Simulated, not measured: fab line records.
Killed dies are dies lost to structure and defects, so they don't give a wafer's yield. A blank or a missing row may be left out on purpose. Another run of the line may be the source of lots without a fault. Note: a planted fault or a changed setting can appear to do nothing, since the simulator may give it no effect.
Matching of chambers | flow n5 finfet | rie diel-05 running N5_MOL_CONTACT_COAG_CONTACT_ETCH_14: 4 sister chambers
The step etches SiO2 in C4F6/O2, target depth 27.5 nm, overetch 8.5 nm, time 20 s. 4 wafers are shown with their chamber, then 8 later ones without.

WAFERS PAIRED WITH THEIR CHAMBERS
wafer  | chamber | showerhead plenum p Torr (Torr)
L076.4 | 2       | 2.81
L080.3 | 1       | 2.94
L080.6 | 3       | 3.06
L081.2 | 0       | 2.83

WAFERS MISSING THEIR CHAMBER
wafer  | showerhead plenum p Torr (Torr)
L081.3 | 2.81
L081.4 | 3.06
L089.1 | 2.82
L089.5 | 2.93
L089.6 | 2.82
L095.3 | 2.81
L095.4 | 2.92
L095.6 | 2.81

CHAMBER TAKEN BY EACH
wafer  | from the rows above     | in truth
L081.3 | 2                       | 2
L081.4 | 3                       | 3
L089.1 | can't be placed: 2 or 0 | 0
L089.5 | 1                       | 1
L089.6 | can't be placed: 2 or 0 | 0
L095.3 | 2                       | 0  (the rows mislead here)
L095.4 | 1                       | 1
L095.6 | 2                       | 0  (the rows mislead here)
Correctly placed: 4 of 8. From these rows, 2 cannot be placed; in 2 the true chamber is one of the candidates. 2 placed wrongly.
How it was worked out, from the rows above alone: a wafer's distance from a chamber is the root of the sum, over the readings, of the square of ((its reading less the chamber's mean) divided by the reading's scatter). The wafer belongs to the nearest chamber; if the next one is less than 2 further off, it can't be placed. The mean given for a chamber averages the wafers shown for that chamber. The scatter: with one shown wafer a chamber, the root of the mean of the squares of how far each hidden wafer lies from its nearest shown one.
